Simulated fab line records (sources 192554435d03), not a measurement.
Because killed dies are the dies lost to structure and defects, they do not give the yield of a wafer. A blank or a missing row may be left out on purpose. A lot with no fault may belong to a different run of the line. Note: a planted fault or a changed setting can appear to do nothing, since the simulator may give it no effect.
The tool behind it: which one? | flow n5-finfet | 12 lots with 36 wafers sampled at 5 steps, on a route of 1938 steps

WHAT EACH GAUGE READ, for each wafer
N5_BEOL_M4_THK_MEAS_01.
lot  | measured     | on            | M4_ILD_THK (nm)
L076 | day 8 04:26  | film-metro-01 | 78.2 79.0 79.8
L077 | day 8 13:49  | film-metro-01 | 76.9 80.2 78.2
L079 | day 9 12:01  | film-metro-01 | 78.4 80.5 79.2
L081 | day 10 03:13 | film-metro-01 | 76.6 78.1 78.1
L084 | day 10 11:56 | film-metro-02 | 79.0 80.2 79.6
L085 | day 10 15:41 | film-metro-02 | 78.1 79.0 79.5
L087 | day 11 00:57 | film-metro-02 | 78.1 80.1 80.0
L090 | day 12 01:37 | film-metro-01 | 77.9 78.9 80.5
L091 | day 12 03:04 | film-metro-01 | 78.8 79.4 78.5
L092 | day 12 07:41 | film-metro-01 | 76.6 76.8 78.1
L096 | day 12 22:24 | film-metro-02 | 79.1 78.3 80.4
L097 | day 14 02:53 | film-metro-01 | 78.0 78.5 79.4

WHICH TOOL RAN EACH LOT (tool, then ch and the chambers of the sampled wafers, then the start)
lot  | N5_BEOL_M3_SURFACE_TREAT_85  | N5_BEOL_M3_ANNEAL_80         | N5_BEOL_M3_ANNEAL_82         | N5_BEOL_M3_ANNEAL_87
L076 | pvd-sputter-02, day 7 23:52  | pvd-sputter-03, day 8 01:32  | pvd-sputter-03, day 8 01:45  | pvd-sputter-03, day 8 01:58
L077 | pvd-sputter-03, day 8 10:31  | pvd-sputter-03, day 8 11:08  | pvd-sputter-03, day 8 11:21  | pvd-sputter-03, day 8 11:34
L079 | pvd-sputter-02, day 9 08:42  | pvd-sputter-02, day 9 09:22  | pvd-sputter-02, day 9 09:35  | pvd-sputter-02, day 9 09:48
L081 | pvd-sputter-03, day 9 23:58  | pvd-sputter-03, day 10 00:32 | pvd-sputter-03, day 10 00:46 | pvd-sputter-03, day 10 00:59
L084 | pvd-sputter-03, day 10 07:40 | pvd-sputter-01, day 10 09:07 | pvd-sputter-01, day 10 09:22 | pvd-sputter-01, day 10 09:36
L085 | pvd-sputter-03, day 10 12:28 | pvd-sputter-02, day 10 13:00 | pvd-sputter-02, day 10 13:13 | pvd-sputter-02, day 10 13:26
L087 | pvd-sputter-01, day 10 21:43 | pvd-sputter-01, day 10 22:16 | pvd-sputter-01, day 10 22:29 | pvd-sputter-01, day 10 22:42
L090 | pvd-sputter-01, day 11 21:57 | pvd-sputter-01, day 11 22:56 | pvd-sputter-01, day 11 23:09 | pvd-sputter-01, day 11 23:22
L091 | pvd-sputter-01, day 11 22:35 | pvd-sputter-02, day 12 00:13 | pvd-sputter-02, day 12 00:26 | pvd-sputter-02, day 12 00:39
L092 | pvd-sputter-03, day 12 04:26 | pvd-sputter-03, day 12 05:02 | pvd-sputter-03, day 12 05:16 | pvd-sputter-03, day 12 05:29
L096 | pvd-sputter-02, day 12 19:06 | pvd-sputter-03, day 12 19:41 | pvd-sputter-03, day 12 19:55 | pvd-sputter-03, day 12 20:08
L097 | pvd-sputter-02, day 13 23:39 | pvd-sputter-02, day 14 00:15 | pvd-sputter-02, day 14 00:28 | pvd-sputter-02, day 14 00:41
- N5_BEOL_M3_SURFACE_TREAT_85
- N5_BEOL_M3_ANNEAL_80: time 240 s.
- N5_BEOL_M3_ANNEAL_82: time 240 s.
- N5_BEOL_M3_ANNEAL_87: time 240 s.

THE ANSWER, worked out from the rows above alone
Rule: usual is defined by the lots themselves. Put in order of their means at a reading, lots are off if they are a third of the lots or fewer, leave a main group of 4 or more, and stand apart from it by a gap of 3 or more times the standard deviation of the main group's means; of several such gaps the widest counts. A main group whose means are all the same, to the digits that the tables above print for the reading, isn't used. A lot without any number at a reading at which 4 lots or more have one is off too. Any other lot the step has rows for is counted as sound.
None of the lots is off at any reading shown; this tells nothing.

WHAT THE SIMULATOR HAD INSERTED
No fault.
